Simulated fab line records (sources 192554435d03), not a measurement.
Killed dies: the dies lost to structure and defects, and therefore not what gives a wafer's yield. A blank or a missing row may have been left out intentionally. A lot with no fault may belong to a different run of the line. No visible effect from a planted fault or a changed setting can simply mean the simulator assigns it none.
fab line records | flow n5Finfet
record lots=7 wafers=21
route steps=1938 shown ZERO_LAYER@4 WELL_APT@39 FIN_SAQP@99 SD_EPI_N@263
startH: start of the lot's first displayed wafer, in hours after the record's first day | waitH: hours from the lot's prior step to this one | " as in the row above | L1.1+2: one row covering several wafers at once | - no value, or no start was given | * or withheld: withheld | < > ~ a bound
route shown NAME@n: a module of which the file shows steps, and the number in the route of the first | usual: average and standard deviation across the fault-free wafers | same: alike in all rows | chamber/n: place in a boat | sites: per-site readings | _std_site: standard deviation across them | _edge_site: mean of outer sites minus mean of inner sites | radiusMm: how far each site lies from the wafer's centre | mask NAME#n: copy n | behind: tool/chamber where the wafer was last shaped | hold: why the lot was held/for how many hours/how that ended | device: whichever transistor did not switch (one of n, p or np) | end of line: the route-end tests of the same wafers | for a step that has no rows: nothing shown but its recipe | killed: count of dies lost to structure and defects at first sort (not the wafer's yield) | map: per-die view of a wafer (x killed, . not killed, _ where there is no die)
set.NAME: the run value of the setting; set.NAME@STEP: its run value at that earlier step | model.NAME: the simulator's own value behind a step, which no gauge read
lots with deliberately changed settings; one table per step, one row per wafer
## steps
# step N5_ZERO_LAYER_PECVD_02
# recipe material=SiO2 targetThkA=100 tempC=400 precursor=SiH4/N2O pressureTorr=0.75 rfW=275 timeS=6
# columns lot.wafer tool chamber startH waitH set.timeS model.SiO2_of_ZERO_LAYER_PECVD_02.thkNm
L076.1 pecvd-02 1 24.28 0.0 6 9.954
L076.3 " 0 " " 6 9.686
L076.5 " 1 " " 6.254 10.34
L078.4 pecvd-03 1 36.31 0.1 6 10.06
L078.5 " 2 " " 6 9.917
L078.6 " 0 " " 6 10.12
L080.2 pecvd-02 0 48.28 0.0 6.589 10.85
L080.4 " 1 " " 6 10.01
L080.6 " 2 " " 6.589 10.95
L081.4 pecvd-03 0 54.31 0.1 5.641 9.454
L081.5 " 1 " " 6 10.27
L081.6 " 2 " " 5.641 9.413
L084.1 pecvd-02 1 72.28 0.0 6 9.997
L084.4 " 0 " " 6 10.14
L084.6 " 2 " " 6 10.07
L086.2 pecvd-02 0 84.28 0.0 5.398 8.936
L086.5 " 0 " " 6 10.05
L086.6 " 2 " " 5.398 8.707
L092.2 pecvd-03 1 120.28 0.0 5.339 8.77
L092.3 " 0 " " 5.339 8.777
L092.4 " 0 " " 5.339 8.875
# step N5_ZERO_LAYER_ETCH_18
# recipe chemistry=HBr/Cl2 target=Si targetDepthA=1200 timeS=40 pressureMtorr=10 icpW=800 biasW=75 HBr_flow_sccm=150 Cl2_flow_sccm=80
# columns lot.wafer tool chamber startH waitH set.icpW model.etch.depthNm model.ZERO_LAYER.featureDepthNm
L076.1 rieSi-03 3 24.79 0.0 800 120 120
L076.3 " 1 " " 678.5 111.9 111.9
L076.5 " 1 " " 678.5 111.4 111.4
L078.4 rieSi-05 0 36.92 0.0 800 117.9 117.9
L078.5 " 3 " " 800 120 120
L078.6 " 2 " " 800 121.5 121.5
L080.2 rieSi-03 1 48.91 0.0 800 119.8 119.8
L080.4 " 0 " " 739.1 114.6 114.6
L080.6 " 1 " " 739.1 114.9 114.9
L081.4 rieSi-03 2 54.79 0.0 800 119.2 119.2
L081.5 " 2 " " 800 118.9 118.9
L081.6 " 3 " " 800 119.6 119.6
L084.1 rieSi-05 1 72.91 0.0 800 118.1 118.1
L084.4 " 3 " " 869.2 125.4 125.4
L084.6 " 1 " " 800 117.8 117.8
L086.2 rieSi-02 3 85.55 0.0 717 113.4 113.4
L086.5 " 2 " " 800 122 122
L086.6 " 1 " " 800 118.9 118.9
L092.2 rieSi-03 2 120.82 0.1 800 118.6 118.6
L092.3 " 1 " " 743.7 116.4 116.4
L092.4 " 3 " " 800 119 119
# step N5_WELL_APT_EXPOSE_22
# recipe maskId=PWELL na=0.8 sourceShape=conventional sigmaOuter=0.8 polarization=unpolarized defocusNm=0 targetCdNm=200 doseMj=23.2
# columns lot.wafer tool chamber startH waitH mask set.doseMj
L076.1+3+5 krfScanner-01 0 26.53 - PWELL#0 23.2
L078.4+5+6 krfScanner-02 0 39.06 - PWELL#0 23.2
L080.2 krfScanner-02 0 50.68 - PWELL#0 24.06
L080.4+6 " 0 " " PWELL#0 23.2
L081.4 krfScanner-02 0 56.70 - PWELL#0 23.83
L081.5+6 " 0 " " PWELL#0 23.2
L084.1+6 krfScanner-01 0 74.75 - PWELL#0 24.9
L084.4 " 0 " " PWELL#0 23.2
L086.2+5+6 krfScanner-02 0 87.44 - PWELL#0 23.2
L092.2+3+4 krfScanner-02 0 122.55 - PWELL#0 23.2
# step N5_WELL_APT_PEB_23
# recipe pebTempC=130 pebTimeS=90
# columns lot.wafer tool chamber startH waitH set.pebTempC
L076.1+3 lithoTrack-04 0 26.58 0.1 127.2
L076.5 " 0 " " 130
L078.4+5+6 lithoTrack-04 0 39.10 0.0 130
L080.2+4+6 lithoTrack-05 0 50.73 0.0 130
L081.4 lithoTrack-01 0 56.74 0.0 130
L081.5+6 " 0 " " 127.4
L084.1+4 lithoTrack-04 0 74.81 0.1 130
L084.6 " 0 " " 128.1
L086.2+5 lithoTrack-05 0 87.49 0.0 131.3
L086.6 " 0 " " 130
L092.2+3+4 lithoTrack-05 0 122.60 0.0 130
# step N5_WELL_APT_DEVELOP_24
# recipe developTimeS=45 rinseLiquid=surfactantRinse dry=airSpin devTempC=21
# step N5_WELL_APT_HARDBAKE_29
# recipe tempC=130 timeS=120
# step N5_WELL_APT_CD_MEAS_25
# recipe targetCdNm=200 landingEnergyEv=500 detector=seInlens
# usual cdNm=199.2/1.7
# columns lot.wafer tool chamber startH waitH set.doseMj@WELL_APT_EXPOSE_22 set.pebTempC@WELL_APT_PEB_23 cdNm
L076.1 cdSem-01 0 26.70 - 23.2 127.2 181.8
L076.3 " 0 " " 23.2 127.2 183.0
L076.5 " 0 " " 23.2 130 201.0
L078.4 cdSem-01 0 39.22 - 23.2 130 199.4
L078.5 " 0 " " 23.2 130 200.1
L078.6 " 0 " " 23.2 130 200.6
L080.2 cdSem-01 0 50.85 - 24.06 130 203.8
L080.4 " 0 " " 23.2 130 196.0
L080.6 " 0 " " 23.2 130 197.3
L081.4 cdSem-02 0 56.86 - 23.83 130 202.4
L081.5 " 0 " " 23.2 127.4 184.1
L081.6 " 0 " " 23.2 127.4 184.6
L084.1 cdSem-01 0 74.92 - 24.9 130 214.4
L084.4 " 0 " " 23.2 130 199.8
L084.6 " 0 " " 24.9 128.1 203.5
L086.2 cdSem-03 0 87.61 - 23.2 131.3 204.2
L086.5 " 0 " " 23.2 131.3 205.6
L086.6 " 0 " " 23.2 130 198.2
L092.2 cdSem-02 0 122.72 - 23.2 130 199.7
L092.3 " 0 " " 23.2 130 197.9
L092.4 " 0 " " 23.2 130 195.8
# step N5_WELL_APT_DESCUM_30
# recipe chemistry=O2 timeS=7.9 sourcePowerW=50 biasPowerW=20 pressureMtorr=20 rfFrequencyHz=2.712e+07 tempC=40 o2FlowSccm=225
# columns lot.wafer tool chamber startH waitH set.doseMj@WELL_APT_EXPOSE_22 set.pebTempC@WELL_APT_PEB_23 model.WELL_APT.cdNm
L076.1 rieDiel-05 3 26.84 0.1 23.2 127.2 182
L076.3 " 2 " " 23.2 127.2 183.1
L076.5 " 0 " " 23.2 130 201.1
L078.4 rieDiel-06 3 39.48 0.2 23.2 130 199
L078.5 " 0 " " 23.2 130 199.9
L078.6 " 1 " " 23.2 130 200.4
L080.2 rieDiel-05 3 51.51 0.6 24.06 130 203.7
L080.4 " 2 " " 23.2 130 195.9
L080.6 " 0 " " 23.2 130 196.9
L081.4 rieDiel-01 2 57.28 0.4 23.83 130 202.5
L081.5 " 3 " " 23.2 127.4 183.9
L081.6 " 2 " " 23.2 127.4 184.5
L084.1 rieDiel-01 1 75.42 0.4 24.9 130 214.7
L084.4 " 0 " " 23.2 130 199.8
L084.6 " 3 " " 24.9 128.1 203.4
L086.2 rieDiel-05 3 87.70 0.0 23.2 131.3 204.5
L086.5 " 2 " " 23.2 131.3 205.3
L086.6 " 1 " " 23.2 130 198.2
L092.2 rieDiel-05 3 122.93 0.2 23.2 130 199.7
L092.3 " 1 " " 23.2 130 198.3
L092.4 " 0 " " 23.2 130 195.7
# step N5_FIN_SAQP_PECVD_48
# recipe material=SiNx targetThkA=250 tempC=400 precursor=SiH4/NH3/N2 pressureTorr=1.5 rfW=300 timeS=22.1
# columns lot.wafer tool chamber startH waitH set.timeS model.SiNx_of_FIN_SAQP_PECVD_48.thkNm
L076.1 pecvd-04 1 34.09 0.0 22.1 24.33
L076.3 " 0 " " 22.1 24.72
L076.5 " 0 " " 22.1 24.38
L078.4 pecvd-02 2 45.51 0.0 22.1 25.19
L078.5 " 1 " " 22.1 24.92
L078.6 " 0 " " 22.1 25.16
L080.2 pecvd-03 2 56.99 0.0 24.75 27.71
L080.4 " 1 " " 24.75 28.13
L080.6 " 0 " " 22.1 24.78
L081.4 pecvd-03 1 63.15 0.0 18.97 21.77
L081.5 " 2 " " 22.1 25.44
L081.6 " 0 " " 18.97 21.76
L084.1 pecvd-04 1 81.46 0.0 22.1 24.79
L084.4 " 0 " " 22.1 24.71
L084.6 " 0 " " 23.15 25.95
L086.2 pecvd-02 2 94.25 0.0 19.37 21.63
L086.5 " 1 " " 19.37 21.88
L086.6 " 2 " " 22.1 24.86
L092.2 pecvd-04 0 129.03 0.0 22.1 24.67
L092.3 " 1 " " 22.1 24.78
L092.4 " 0 " " 22.1 25.04
# step N5_FIN_SAQP_HM_DEP_72
# recipe material=SiO2 targetThkA=120 tempC=400 precursor=SiH4/N2O pressureTorr=0.75 rfW=275 timeS=7.2
# columns lot.wafer tool chamber startH waitH set.timeS model.SiO2_of_FIN_SAQP_HM_DEP_72.thkNm
L076.1 pecvd-03 0 34.30 0.0 7.713 12.81
L076.3 " 1 " " 7.2 11.94
L076.5 " 1 " " 7.713 12.76
L078.4 pecvd-04 0 45.68 0.1 7.2 11.88
L078.5 " 1 " " 7.2 11.87
L078.6 " 0 " " 7.2 12.04
L080.2 pecvd-04 0 57.16 0.0 7.2 11.84
L080.4 " 1 " " 7.2 11.99
L080.6 " 0 " " 7.2 11.91
L081.4 pecvd-02 1 63.32 0.1 7.2 12.34
L081.5 " 0 " " 6.324 11.05
L081.6 " 2 " " 7.2 12.06
L084.1 pecvd-03 0 81.68 0.0 7.2 11.84
L084.4 " 1 " " 7.2 12.11
L084.6 " 2 " " 7.2 11.82
L086.2 pecvd-04 0 94.43 0.0 7.2 11.46
L086.5 " 0 " " 7.2 11.94
L086.6 " 1 " " 7.2 11.84
L092.2 pecvd-04 1 129.24 0.0 8.148 13.4
L092.3 " 1 " " 8.148 13.67
L092.4 " 0 " " 7.2 12.11
# step N5_FIN_SAQP_COAT_49
# recipe resist=SOC tempC=250 timeS=60 spinRpm=1500 resistThkNm=100
# step N5_FIN_SAQP_COAT_50
# recipe resist=SiARC tempC=220 timeS=60 spinRpm=1500 resistThkNm=35
# step N5_FIN_SAQP_ETCH_52
# recipe chemistry=N2/H2 target=SOC targetDepthA=1000 overetchA=200 maskMaterial=SiARC tempC=40 timeS=150 ionEnergyEv=200 pressureMtorr=30 sourceW=840 biasW=150 n2FlowSccm=200 h2FlowSccm=200 ends=endPoint
# step N5_FIN_SAQP_STRIP_53
# recipe chemistry=N2/H2 tempC=40 n2FlowSccm=200 h2FlowSccm=200 rfFrequencyHz=6e+07
# step N5_FIN_SAQP_HM_OPEN_73
# recipe chemistry=CHF3/O2 target=SiO2 stopOn=a-Si targetDepthA=120 overEtchFrac=1.8 maskMaterial=SOC timeS=16.8 pressureMtorr=30 sourceW=650 biasW=170 Ar_flow_sccm=200 CHF3_flow_sccm=50 O2_flow_sccm=5 ionEnergyEv=200 ends=endPoint
# columns lot.wafer tool chamber startH waitH set.timeS@FIN_SAQP_HM_DEP_72 model.etch.depthNm
L076.1 rieDiel-06 1 35.05 0.0 7.713 12.81
L076.3 " 0 " " 7.2 11.94
L076.5 " 0 " " 7.713 12.76
L078.4 rieDiel-05 1 46.51 0.0 7.2 11.88
L078.5 " 0 " " 7.2 11.87
L078.6 " 1 " " 7.2 12.04
L080.2 rieDiel-05 3 57.80 0.0 7.2 11.84
L080.4 " 2 " " 7.2 11.99
L080.6 " 0 " " 7.2 11.91
L081.4 rieDiel-01 2 64.51 0.0 7.2 12.34
L081.5 " 0 " " 6.324 11.05
L081.6 " 1 " " 7.2 12.06
L084.1 rieDiel-05 3 82.42 0.0 7.2 11.84
L084.4 " 2 " " 7.2 12.11
L084.6 " 1 " " 7.2 11.82
L086.2 rieDiel-05 0 95.19 0.0 7.2 11.46
L086.5 " 0 " " 7.2 11.94
L086.6 " 1 " " 7.2 11.84
L092.2 rieDiel-06 0 129.90 0.0 8.148 13.4
L092.3 " 3 " " 8.148 13.67
L092.4 " 1 " " 7.2 12.11
# step N5_FIN_SAQP_STRIP_74
# recipe chemistry=CHF3/O2 resist=SiARC rfFrequencyHz=6e+07
# step N5_FIN_SAQP_MANDREL_ETCH_22
# recipe targetDepthA=600 chemistry=HBr/Cl2 target=a-Si stopOn=SiNx btTimeS=10 overEtchFrac=0.5 timeS=30 pressureMtorr=10 icpW=800 biasW=75 HBr_flow_sccm=150 Cl2_flow_sccm=80 ends=endPoint
# step N5_FIN_SAQP_MANDREL1_REMOVE_56
# recipe chemistry=HBr/Cl2/O2 btTimeS=10 target=a-Si stopOn=SiNx endpoint=OES-SiCl overEtchFrac=1 icpW=600 biasW=22 HBr_flow_sccm=150 Cl2_flow_sccm=80 O2_flow_sccm=5 pressureMtorr=10
# step N5_FIN_SAQP_ETCH_57
# recipe chemistry=CH3F/O2 target=SiNx maskMaterial=SiO2 targetDepthA=325 timeS=46.4 pressureMtorr=30 sourceW=395 biasW=73 Ar_flow_sccm=150 CH3F_flow_sccm=30 O2_flow_sccm=20 ionEnergyEv=120 ends=cleared
# usual etchRfOnTimeS=46.4/1.2
# columns lot.wafer tool chamber startH waitH set.timeS@FIN_SAQP_PECVD_48 etchRfOnTimeS model.etch.depthNm
L076.1 rieDiel-05 2 36.91 0.0 22.1 44.5 24.33
L076.3 " 0 " " 22.1 46.9 24.65
L076.5 " 2 " " 22.1 44.1 24.26
L078.4 rieDiel-01 3 48.40 0.1 22.1 46.3 25.12
L078.5 " 0 " " 22.1 46.7 24.85
L078.6 " 2 " " 22.1 46.7 25.04
L080.2 rieDiel-01 0 59.81 0.1 24.75 51.7 27.71
L080.4 " 1 " " 24.75 52.4 28.05
L080.6 " 1 " " 22.1 46.3 24.71
L081.4 rieDiel-01 1 67.13 0.0 18.97 40.6 21.66
L081.5 " 3 " " 22.1 47.0 25.44
L081.6 " 2 " " 18.97 40.3 21.68
L084.1 rieDiel-06 3 84.55 0.2 22.1 45.8 24.72
L084.4 " 1 " " 22.1 48.8 24.71
L084.6 " 3 " " 23.15 47.8 25.88
L086.2 rieDiel-05 1 97.43 0.1 19.37 39.3 21.63
L086.5 " 1 " " 19.37 39.2 21.8
L086.6 " 2 " " 22.1 45.6 24.84
L092.2 rieDiel-06 0 132.77 0.1 22.1 46.1 24.67
L092.3 " 1 " " 22.1 48.9 24.75
L092.4 " 3 " " 22.1 46.1 25.04
# step N5_FIN_SAQP_FIN_ETCH_36
# recipe chemistry=HBr/Cl2/O2 targetDepthA=1200 maskMaterial=SiNx timeS=50.4 biasW=102 pressureMtorr=10 icpW=800 HBr_flow_sccm=150 Cl2_flow_sccm=80 O2_flow_sccm=12
# columns lot.wafer tool chamber startH waitH set.icpW model.FIN_SAQP.featureDepthNm model.etch.depthNm
L076.1 rieSi-03 3 38.89 0.0 934.9 129 128.9
L076.3 " 0 " " 800 119.8 119.7
L076.5 " 0 " " 934.9 128.4 128.5
L078.4 rieSi-05 0 50.93 0.0 800 117.8 117.7
L078.5 " 3 " " 800 121 121
L078.6 " 0 " " 800 117.6 117.7
L080.2 rieSi-03 1 62.87 0.0 800 120 120.1
L080.4 " 0 " " 800 118 118
L080.6 " 1 " " 800 121 121
L081.4 rieSi-02 2 69.21 0.0 800 120.4 120.4
L081.5 " 2 " " 800 120.8 120.8
L081.6 " 3 " " 800 118 118
L084.1 rieSi-03 0 86.94 0.0 800 120.2 120.2
L084.4 " 2 " " 852.8 122.6 122.7
L084.6 " 3 " " 852.8 124 124
L086.2 rieSi-05 0 99.75 0.0 911 126 126
L086.5 " 3 " " 800 119.4 119.4
L086.6 " 0 " " 800 117.6 117.6
L092.2 rieSi-02 2 135.07 0.0 922.2 130.4 130.3
L092.3 " 1 " " 800 119.8 119.9
L092.4 " 0 " " 922.2 128.4 128.4
# step N5_FIN_SAQP_PRECLEAN_38
# recipe chemistry=O3/DIW timeS=45 tempC=22 o3Ppm=10
# step N5_FIN_SAQP_PRECLEAN_45
# recipe chemistry=dHF timeS=10 dilution=500:1 tempC=25
# step N5_FIN_SAQP_SRD_39
# recipe dry=ipaMarangoni timeS=30 tempC=23 rinseLiquid=diw
# step N5_FIN_SAQP_OCD_MEAS_76
# usual trenchDepthNm=119.2/1.5
# columns lot.wafer tool chamber startH waitH set.icpW@FIN_SAQP_FIN_ETCH_36 trenchDepthNm
L076.1 ocd-02 - 39.11 0.0 934.9 129.1
L076.3 " - " " 800 119.5
L076.5 " - " " 934.9 128.3
L078.4 ocd-01 - 51.15 0.0 800 117.7
L078.5 " - " " 800 120.8
L078.6 " - " " 800 117.8
L080.2 ocd-01 - 63.09 0.0 800 120.6
L080.4 " - " " 800 117.6
L080.6 " - " " 800 120.9
L081.4 ocd-01 - 69.43 0.0 800 120.6
L081.5 " - " " 800 120.6
L081.6 " - " " 800 117.8
L084.1 ocd-01 - 87.16 0.0 800 120.1
L084.4 " - " " 852.8 122.3
L084.6 " - " " 852.8 123.9
L086.2 ocd-01 - 99.97 0.0 911 126.0
L086.5 " - " " 800 119.3
L086.6 " - " " 800 117.4
L092.2 ocd-01 - 135.29 0.0 922.2 130.2
L092.3 " - " " 800 119.5
L092.4 " - " " 922.2 128.5
# step N5_SD_EPI_N_COAT_33
# recipe resist=SiARC tempC=220 timeS=60 spinRpm=1500 resistThkNm=35
# columns lot.wafer tool chamber startH waitH set.spinRpm model.SiARC_of_SD_EPI_N_COAT_33.thkNm
L076.1+3+5 lithoTrack-01 0 - - 1500 35
L078.4+5+6 lithoTrack-01 0 - - 1500 35
L080.2+4+6 lithoTrack-04 0 - - 1500 35
L081.4+5 lithoTrack-05 0 - - 1500 35
L081.6 " 0 " " 1369 36.8
L084.1+4 lithoTrack-05 0 - - 1500 35
L084.6 " 0 " " 1500 35.2
L086.2+6 lithoTrack-04 0 - - 1500 35
L086.5 " 0 " " 1648 33.4
L092.2 lithoTrack-04 0 - - 1429 35.8
L092.3+4 " 0 " " 1500 35
# step N5_SD_EPI_N_COAT_03
# recipe resist=CAR-ArF-block spinRpm=1500 resistThkNm=150
# step N5_SD_EPI_N_EBR_05
# recipe solvent=PGMEA ebrWidthMm=1.5
# step N5_SD_EPI_N_DESCUM_14
# recipe chemistry=O2 timeS=7.9 sourcePowerW=50 biasPowerW=20 pressureMtorr=20 rfFrequencyHz=2.712e+07 tempC=40 resist=CAR-ArF-block o2FlowSccm=225
# step N5_SD_EPI_N_ETCH_34
# recipe chemistry=CF4 target=SiARC targetDepthA=455 maskMaterial=CAR-ArF-block timeS=75.8 ionEnergyEv=80 pressureMtorr=40 sourceW=545 biasW=36 Ar_flow_sccm=100 cf4FlowSccm=100 ends=cleared
# columns lot.wafer tool chamber startH waitH set.spinRpm@SD_EPI_N_COAT_33 model.CAR-ArF-block_of_SD_EPI_N_COAT_03.thkNm model.etch.depthNm
L076.1 rieDiel-05 0 60.68 0.0 1500 111.2 34.95
L076.3 " 1 " " 1500 111.2 34.99
L076.5 " 1 " " 1500 111 35.05
L078.4 rieDiel-06 0 72.74 0.0 1500 111.2 34.94
L078.5 " 2 " " 1500 111.2 34.95
L078.6 " 1 " " 1500 110.8 35
L080.2 rieDiel-05 1 86.51 0.0 1500 110.6 34.95
L080.4 " 2 " " 1500 111.6 34.9
L080.6 " 1 " " 1500 111.2 34.96
L081.4 rieDiel-05 3 90.70 0.0 1500 110.6 34.96
L081.5 " 2 " " 1500 110.8 34.99
L081.6 " 3 " " 1369 108.8 36.76
L084.1 rieDiel-05 1 110.09 0.0 1500 111 35.02
L084.4 " 1 " " 1500 110.6 35.05
L084.6 " 0 " " 1500 111.2 35.13
L086.2 rieDiel-06 3 122.02 0.0 1500 110.6 35.05
L086.5 " 2 " " 1648 112.6 33.41
L086.6 " 1 " " 1500 110.2 35.07
L092.2 rieDiel-01 2 157.39 0.0 1429 109.8 35.78
L092.3 " 3 " " 1500 110.6 34.97
L092.4 " 2 " " 1500 111.4 34.92
## key
split step=N5_ZERO_LAYER_PECVD_02 setting=timeS stated=6 by=wafer
response step=N5_ZERO_LAYER_PECVD_02 reading=model.SiO2_of_ZERO_LAYER_PECVD_02.thkNm change=+0.113 per=1% r=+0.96
split step=N5_ZERO_LAYER_ETCH_18 setting=icpW stated=800 by=wafer
response step=N5_ZERO_LAYER_ETCH_18 reading=model.etch.depthNm change=+0.615 per=1% r=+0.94
response step=N5_ZERO_LAYER_ETCH_18 reading=model.ZERO_LAYER.featureDepthNm change=+0.615 per=1% r=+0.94
split step=N5_WELL_APT_EXPOSE_22 setting=doseMj stated=23.2 by=wafer
response step=N5_WELL_APT_CD_MEAS_25 reading=cdNm slope=+1.91 per=1% togetherWith=pebTempC@WELL_APT_PEB_23 explained=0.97
response step=N5_WELL_APT_DESCUM_30 reading=model.WELL_APT.cdNm slope=+1.92 per=1% togetherWith=pebTempC@WELL_APT_PEB_23 explained=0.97
split step=N5_WELL_APT_PEB_23 setting=pebTempC stated=130 by=wafer
response step=N5_WELL_APT_CD_MEAS_25 reading=cdNm slope=+7.49 per=1% togetherWith=doseMj@WELL_APT_EXPOSE_22 explained=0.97
response step=N5_WELL_APT_DESCUM_30 reading=model.WELL_APT.cdNm slope=+7.54 per=1% togetherWith=doseMj@WELL_APT_EXPOSE_22 explained=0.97
split step=N5_FIN_SAQP_PECVD_48 setting=timeS stated=22.1 by=wafer
response step=N5_FIN_SAQP_PECVD_48 reading=model.SiNx_of_FIN_SAQP_PECVD_48.thkNm change=+0.258 per=1% r=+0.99
response step=N5_FIN_SAQP_ETCH_57 reading=etchRfOnTimeS change=* per=1% r=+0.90
response step=N5_FIN_SAQP_ETCH_57 reading=model.etch.depthNm change=+0.261 per=1% r=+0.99
split step=N5_FIN_SAQP_HM_DEP_72 setting=timeS stated=7.2 by=wafer
response step=N5_FIN_SAQP_HM_DEP_72 reading=model.SiO2_of_FIN_SAQP_HM_DEP_72.thkNm change=+0.104 per=1% r=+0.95
response step=N5_FIN_SAQP_HM_OPEN_73 reading=model.etch.depthNm change=+0.104 per=1% r=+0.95
split step=N5_FIN_SAQP_FIN_ETCH_36 setting=icpW stated=800 by=wafer
response step=N5_FIN_SAQP_FIN_ETCH_36 reading=model.FIN_SAQP.featureDepthNm change=+0.559 per=1% r=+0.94
response step=N5_FIN_SAQP_FIN_ETCH_36 reading=model.etch.depthNm change=+0.56 per=1% r=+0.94
response step=N5_FIN_SAQP_OCD_MEAS_76 reading=trenchDepthNm change=+0.572 per=1% r=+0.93
split step=N5_SD_EPI_N_COAT_33 setting=spinRpm stated=1500 by=wafer
response step=N5_SD_EPI_N_COAT_33 reading=model.SiARC_of_SD_EPI_N_COAT_33.thkNm change=-0.18 per=1% r=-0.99
response step=N5_SD_EPI_N_ETCH_34 reading=model.CAR-ArF-block_of_SD_EPI_N_COAT_03.thkNm change=+0.224 per=1% r=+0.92
response step=N5_SD_EPI_N_ETCH_34 reading=model.etch.depthNm change=-0.182 per=1% r=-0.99
